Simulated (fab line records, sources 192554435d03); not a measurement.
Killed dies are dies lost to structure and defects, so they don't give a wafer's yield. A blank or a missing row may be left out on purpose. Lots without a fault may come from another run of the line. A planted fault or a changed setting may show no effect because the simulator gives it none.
Chamber matching | flow n5_finfet | N5_BEOL_M4_ILD_DEP_00 on pecvd-01: 3 sister chambers
The step deposits SiOC from DEMS/O2, target thk 79 nm, time 15.3 s. 14 wafers are shown with their chamber, then 7 later ones without.

WAFERS WITH THEIR CHAMBER
wafer  | chamber | throttle_valve_pct (%) | chamber_pressure_Torr (Torr) | susceptor_temp_C (C)
L081.2 | 2       | 11.9                   | 4.988                        | 349.98
L081.4 | 1       | 11.2                   | 5.023                        | 349.81
L081.6 | 2       | 12.2                   | 5.007                        | 349.85
L084.2 | 0       | 11.5                   | 4.974                        | 350.21
L084.3 | 1       | 11.1                   | 4.990                        | 349.70
L084.6 | 1       | 11.1                   | 5.006                        | 349.91
L089.2 | 2       | 12.0                   | 4.996                        | 350.19
L089.5 | 2       | 11.7                   | 4.997                        | 350.14
L089.6 | 0       | 11.4                   | 4.986                        | 349.76
L091.4 | 2       | 12.0                   | 5.003                        | 349.89
L091.5 | 1       | 11.1                   | 4.992                        | 349.96
L091.6 | 2       | 11.9                   | 4.994                        | 349.85
L093.3 | 0       | 11.8                   | 4.989                        | 350.02
L093.5 | 2       | 12.0                   | 5.001                        | 350.37

SIGNATURES (means of the wafers above)
reading               | chamber 0 | chamber 1 | chamber 2 | scatter within a chamber
throttle_valve_pct    | 11.567    | 11.125    | 11.957    | 0.145
chamber_pressure_Torr | 4.98300   | 5.00275   | 4.99800   | 0.00982
susceptor_temp_C      | 349.9967  | 349.8450  | 350.0386  | 0.186
Rule: a wafer's distance from a chamber is the root of the sum, over the readings, of the square of ((its reading less the chamber's mean) divided by the reading's scatter). The wafer belongs to the nearest chamber; if the next one is less than 2 further off, it can't be placed. The scatter: the root of (the sum of the squares of (reading less its chamber's mean) over the shown wafers, divided by (wafers less chambers)).

WAFERS WITHOUT THEIR CHAMBER
wafer  | throttle_valve_pct (%) | chamber_pressure_Torr (Torr) | susceptor_temp_C (C)
L093.6 | 11.5                   | 4.989                        | 349.97
L092.2 | 11.4                   | 4.979                        | 350.43
L092.3 | 11.6                   | 4.996                        | 349.88
L092.5 | 11.2                   | 5.010                        | 350.33
L094.1 | 11.6                   | 4.999                        | 349.89
L094.3 | 11.0                   | 4.969                        | 350.03
L094.5 | 11.9                   | 5.016                        | 350.07

WHICH CHAMBER EACH WENT THROUGH
wafer  | from the rows above          | in truth
L093.6 | 0                            | 0
L092.2 | can't be placed: 0 or 1      | 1
L092.3 | can't be placed: 0 or 2 or 1 | 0
L092.5 | can't be placed: 1 or 0      | 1
L094.1 | can't be placed: 0 or 2 or 1 | 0
L094.3 | can't be placed: 1 or 0      | 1
L094.5 | 2                            | 2
Placed correctly: 2 of 7. Can't be placed from these rows: 5 (the true chamber is among the candidates in 5). Placed wrongly: 0.
